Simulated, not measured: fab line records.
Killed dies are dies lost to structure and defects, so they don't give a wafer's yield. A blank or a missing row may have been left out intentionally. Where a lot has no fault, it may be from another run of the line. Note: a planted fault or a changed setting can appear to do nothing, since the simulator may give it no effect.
Lot-split experiment    flow n5Finfet    on a route of 1938 steps: 7 lots, 21 wafers read

SPLIT DETAILS
At N5_BEOL_M2_COAT_67 (time 60 s, resist thk 60 nm), the setting spinRpm was moved away from the recipe's 1500 rpm on 7 of the 21 wafers read, by -7.7% to +7.2%. For the rest of the wafers, this setting stayed at what the recipe calls for.

Reading taken at the split's own step.

THE READING
SOC_of_BEOL_M2_COAT_67.thkNm (the simulator's own value, which no gauge read), in nm, at N5_BEOL_M2_COAT_67 (time 60 s, resist thk 60 nm). There is no usual value for it anywhere in the file. Across the 14 wafers here that went through the recipe, the average is 60.0 nm and the standard deviation 0.24 nm.

wafer   tool, chamber at the split  spinRpm as run, rpm  against the recipe  SOC_of_BEOL_M2_COAT_67.thkNm, nm  against lot-mates on the recipe
L074.1  lithoTrack-02, 0            1575                 +5.0%               58.4                              -1.4
L074.2  lithoTrack-02, 0            1500                 recipe              59.8                              -
L074.4  lithoTrack-02, 0            1500                 recipe              59.8                              -
L075.3  lithoTrack-05, 0            1608                 +7.2%               58                                -2.2
L075.4  lithoTrack-05, 0            1608                 +7.2%               58                                -2.2
L075.5  lithoTrack-05, 0            1500                 recipe              60.2                              -
L076.1  lithoTrack-05, 0            1500                 recipe              60.2                              -
L076.4  lithoTrack-05, 0            1500                 recipe              60.2                              -
L076.5  lithoTrack-05, 0            1500                 recipe              60.4                              -
L077.1  lithoTrack-02, 0            1500                 recipe              60                                -
L077.3  lithoTrack-02, 0            1500                 recipe              59.8                              -
L077.6  lithoTrack-02, 0            1500                 recipe              59.8                              -
L080.4  lithoTrack-05, 0            1385                 -7.7%               62.2                              +2.6
L080.6  lithoTrack-05, 0            1385                 -7.7%               62.2                              +2.6
L080.5  lithoTrack-05, 0            1500                 recipe              59.6                              -
L083.1  lithoTrack-05, 0            1500                 recipe              60                                -
L083.2  lithoTrack-05, 0            1500                 recipe              60.2                              -
L083.6  lithoTrack-05, 0            1500                 recipe              60.4                              -
L090.4  lithoTrack-05, 0            1500                 recipe              60                                -
L090.5  lithoTrack-05, 0            1425                 -5.0%               61.6                              +1.6
L090.6  lithoTrack-05, 0            1425                 -5.0%               61.4                              +1.4

THE FIT
A straight line over all 21 wafers: SOC_of_BEOL_M2_COAT_67.thkNm changes by -0.288 nm for each +1% of spinRpm; r = -0.98; the points scatter about the line by 0.21 nm.
The same after taking each lot's own level away (the mean of its wafers on the recipe; 21 wafers): -0.315 nm for each +1%; r = -1.00; scatter 0.12 nm.
According to that fit, moving spinRpm by its largest amount changes the reading by 2.4 nm.
Across the lots, their own levels run from 59.60 to 60.27 nm, a range of 2.8 times the standard deviation given above.
Consequently the slope shifts little with the lot-to-lot level, the two slopes agreeing.
Check: for one of the wafers moved furthest among these (-7.7%), held out of the fit, the line's prediction against its lot-mates is +2.39 nm. Against them it came out at +2.6 nm.

OTHER SPLITS ON THESE WAFERS
These wafers also went through other splits before the reading. Each is held against what the fit with the lots' levels taken away leaves over:
other split on the same wafers           wafers away from the commonest value  r with SOC_of_BEOL_M2_COAT_67.thkNm (lot level and that fit taken away)
N5_MOL_CONTACT_COAG_COAT_76 spinRpm      4                                     +0.41
N5_BEOL_M0_SAQP_DESCUM_19 timeS          8                                     -0.19
N5_BEOL_M0_TRENCH_ETCH_107 targetDepthA  6                                     +0.11
N5_BEOL_M1_ETCH_77 sourceW               4                                     +0.32
N5_BEOL_M2_COAT_05 spinRpm               6                                     +0.10

FILE'S OWN FIT
SOC_of_BEOL_M2_COAT_67.thkNm changes by -0.313 nm for each +1% of spinRpm, r = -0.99.
